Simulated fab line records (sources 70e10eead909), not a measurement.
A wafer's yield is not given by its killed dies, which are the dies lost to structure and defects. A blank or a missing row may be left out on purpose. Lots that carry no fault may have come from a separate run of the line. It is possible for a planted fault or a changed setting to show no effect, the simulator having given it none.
Matching of chambers	flow nandHarc	3 sister chambers for NHARC_A_CONTACT_DEP_29 on pecvd-03
The step deposits SiON, target thk 70 nm. 18 wafers are shown with their chamber, then 9 later ones without.

WAFERS, EACH WITH ITS CHAMBER
wafer	chamber	heaterPowerW (W)	heaterPowerOuterW (W)
L075.2	0	841	493
L075.3	2	657	389
L075.6	2	668	374
L074.1	2	706	412
L074.3	1	650	380
L074.6	1	634	384
L076.1	1	672	426
L076.4	2	666	392
L076.5	1	681	414
L079.1	0	949	540
L079.4	1	693	422
L079.6	2	592	336
L081.1	1	653	385
L081.3	0	878	495
L081.4	2	660	402
L084.3	2	589	337
L084.5	0	878	488
L084.6	2	606	334

SIGNATURES (means of the wafers above)
reading	chamber 0	chamber 1	chamber 2	scatter within a chamber
heaterPowerW	886.50	663.83	643.00	37.4
heaterPowerOuterW	504.00	401.83	372.00	27.2
Rule: a wafer's distance from a chamber is the root of the sum, over the readings, of the square of ((its reading less the chamber's mean) divided by the reading's scatter). If the next closest chamber is less than 2 further off than the closest, the wafer can't be placed; otherwise it belongs to the closest. The scatter: take each reading less its chamber's mean, square it, sum over the shown wafers, divide by the number of wafers less the number of chambers, and take the root.

WAFERS WITH NO CHAMBER GIVEN
wafer	heaterPowerW (W)	heaterPowerOuterW (W)
L083.1	1026	583
L083.3	633	354
L083.6	630	350
L090.1	662	399
L090.2	620	343
L090.4	667	407
L092.1	975	556
L092.5	981	564
L092.6	594	369

CHAMBER TAKEN BY EACH
wafer	from the rows above	in truth
L083.1	0	0
L083.3	can't be placed: 2 or 1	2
L083.6	can't be placed: 2 or 1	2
L090.1	can't be placed: 1 or 2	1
L090.2	can't be placed: 2 or 1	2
L090.4	can't be placed: 1 or 2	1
L092.1	0	0
L092.5	0	0
L092.6	can't be placed: 2 or 1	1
3 of 9 placed correctly. Not placeable from these rows: 6 (in 6, the candidates include the true chamber). Number placed wrongly: 0.
